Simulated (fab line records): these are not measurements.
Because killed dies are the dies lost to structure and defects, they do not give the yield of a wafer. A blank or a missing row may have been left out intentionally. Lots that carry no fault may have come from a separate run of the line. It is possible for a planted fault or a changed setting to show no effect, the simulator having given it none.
Struck lot and sound lot, side by side / flow n5 finfet / 33 out of 1938 route steps
Sound: the wafers L703.2, L703.5, L703.6. Struck: wafer L695.3; the same lot's L695.2 was not struck, so it is left out; see the end for the cause.
For every step that has rows: the tool of each side, followed by ch and its chambers, followed by its first start. Under that, the readings that differ: sound wafers / struck wafers / difference of the means / sigmas: that difference in standard deviations of wafers without a fault.
alike: a reading whose means differ by less than 2 such deviations, as well as words and numbers matching on both sides. not compared: withheld readings; readings where some wafer has no value; bounds like >300 that might hide an equal value; numbers whose values overlap and for which the record gives no deviation.
The two part at a step that has a row with sigmas, a row that says differs or no value, or rows on one side only. When numbers do not overlap yet have no deviation, they are printed without sigmas and do not part them. A reading missing from all wafers of one side parts the sides only when that side holds two or more wafers.

first, 7 steps without rows for these wafers: N5_BEOL_M15_COAT_22 (resist thk 800 nm); N5_BEOL_M15_EBR_24; N5_BEOL_M15_SOFTBAKE_23 (time 60 s); N5_BEOL_M15_EXPOSE_25 (exposes mask M15, target cd 400 nm); N5_BEOL_M15_PEB_26 (peb time 90 s); N5_BEOL_M15_DEVELOP_27 (develop time 45 s); N5_BEOL_M15_HARDBAKE_32 (time 120 s).
N5_BEOL_M15_CD_MEAS_28: the cd target is 407.6 nm.
  sound on cd sem-02 ch 0, day 16 19:37; struck on cd sem-01 ch 0, day 14 09:44
  alike: cd nm
N5_BEOL_M15_OVL_MEAS_29:
  sound on overlay-01 ch 0, day 16 19:38; struck on overlay-02 ch 0, day 14 09:46
  alike: M15_OVL
N5_BEOL_M15_INSPECT_30: inspects for defects (macro).
  sound on defect inspect-01 at day 16 19:40; struck on defect inspect-01 at day 14 09:47
  alike: raw defect count
then, 2 steps without rows for these wafers: N5_BEOL_M15_DESCUM_33 (chemistry O2, time 7.9 s); N5_BEOL_M15_ETCH_61 (etches BARC in N2/H2, target depth 89 nm, overetch 26.7 nm, time 67.9 s).
N5_BEOL_M15_TRENCH_ETCH_34: etches SiO2 in C4F8/O2/Ar, target depth 872.93 nm, time 199 s.
  sound on rie diel-01 ch 1,2,3, day 16 19:50; struck on rie diel-03 ch 3, day 14 09:55
reading=model.etch.depth nm (nm); sound=867.4 870.4 884.2; struck=674.6; difference=-199.4; sigmas=
reading=model.coat_of_BEOL_M15_COAT_22.thk nm (nm); sound=544 542.6 535; struck=578.8; difference=+38.3; sigmas=
  alike: drypump motor current A, oes_f_703_au, oes product au, rf vpp V, showerhead plenum p Torr, throttle valve pct
  not compared: rf hours counter h
then, 6 steps without rows for these wafers: N5_BEOL_M15_STRIP_36 (strips in O2); N5_BEOL_M15_STRIP_62 (strips in O2); N5_BEOL_M15_STRIP_37 (strips in O2); N5_BEOL_M15_ETCH_38 (etches SiCN in CF4/N2, target depth 106.4 nm, time 120.5 s); N5_BEOL_M15_PRECLEAN_39 (cleans in residue remover, time 60 s); N5_BEOL_M15_SRD_40 (time 30 s, dry time 30 s).
N5_BEOL_M15_DEGAS_41: time 60 s.
  sound on pvd sputter-03 at day 16 22:05; struck on pvd sputter-02 at day 14 13:39
  alike: heater power w
N5_BEOL_M15_PRE_CLEAN_42: time 30 s.
  sound on pvd sputter-03 at day 16 22:07; struck on pvd sputter-02 at day 14 13:41
  alike: heater power w
N5_BEOL_M15_SPUTTER_43: material TaN, target thk 15 nm, time 24.19 s.
  sound on pvd sputter-03 at day 16 22:10; struck on pvd sputter-02 at day 14 13:44
  alike: throttle valve pct
then, 1 step without rows for these wafers: N5_BEOL_M15_SPUTTER_44 (material Ta, target thk 15 nm, time 24.19 s).
N5_BEOL_M15_SPUTTER_45: material Cu, target thk 100 nm, time 16.67 s.
  sound on pvd sputter-03 at day 16 22:19; struck on pvd sputter-02 at day 14 13:53
  alike: throttle valve pct
then, 1 step without rows for these wafers: N5_BEOL_M15_ECD_47 (material Cu, target thk 1860 nm).
N5_BEOL_M15_ANNEAL_48: time 90 s.
  sound on rtp anneal-01 ch 0, day 16 22:51; struck on rtp anneal-02 ch 0, day 14 14:18
reading=anneal temp c max; sound=226.1 225.8 226.2; struck=227.3; difference=+1.3; sigmas=+4
  alike: wafer_temp_C_max
N5_BEOL_M15_CMP_49: polishes, stops on SiO2, t overpolish 4.9 s, target thk 850 nm.
  sound on cmp-04 ch 0,1, day 16 23:07; struck on cmp-03 ch 0, day 14 14:46
reading=model.Cu_of_BEOL_M15_ECD_47.thk nm (nm); sound=844 846.8 862.4; struck=652.6; difference=-198.5; sigmas=
  alike: clearing platen rpm, motor current A, retaining ring pressure frac
N5_BEOL_M15_THK_MEAS_50: measures by xrf.
  sound on film metro-01 at day 16 23:25; struck on film metro-01 at day 14 15:04
reading=M15_THK (nm); sound=846 848 861; struck=648; difference=-204; sigmas=-20
then, 2 steps without rows for these wafers: N5_BEOL_M15_PRE_CLEAN_52 (time 15 s); N5_BEOL_M15_DEP_53 (deposits SiCN from 3MS/NH3, target thk 50 nm, time 17.8 s).
N5_BEOL_M15_RS_MEAS_54: a four-point-probe measurement.
  sound on film metro-01 at day 16 23:32; struck on film metro-01 at day 14 15:11
reading=M15_RS (ohm/sq); sound=0.02172 0.02164 0.02126; struck=0.02824; difference=+0.00670; sigmas=+28
N5_BEOL_M15_INSPECT_55: inspects for defects (darkfield).
  sound on defect inspect-02 at day 16 23:34; struck on defect inspect-01 at day 14 15:13
  alike: raw defect count
N5_PASSIVATION_PROBE_49:
  sound on prober-01 at day 17 17:29; struck on prober-01 at day 15 06:53
reading=killed at contacts; sound=2 1 4; struck=17; difference=+15; sigmas=+2
  alike: defect limited yield, killed_at_M0_to_M3, killed_at_M4_up, killed at front end, killed at other, killed dies, killed open, killed short, sort_bin_5_function, sort_bin_6_memory, sort n pass, sort yield pct
  not compared: sort_bin_8_speed

WHERE THEY PART
First at N5_BEOL_M15_ANNEAL_48; last, within this record, at N5_PASSIVATION_PROBE_49.

WHY: what the simulator had put in
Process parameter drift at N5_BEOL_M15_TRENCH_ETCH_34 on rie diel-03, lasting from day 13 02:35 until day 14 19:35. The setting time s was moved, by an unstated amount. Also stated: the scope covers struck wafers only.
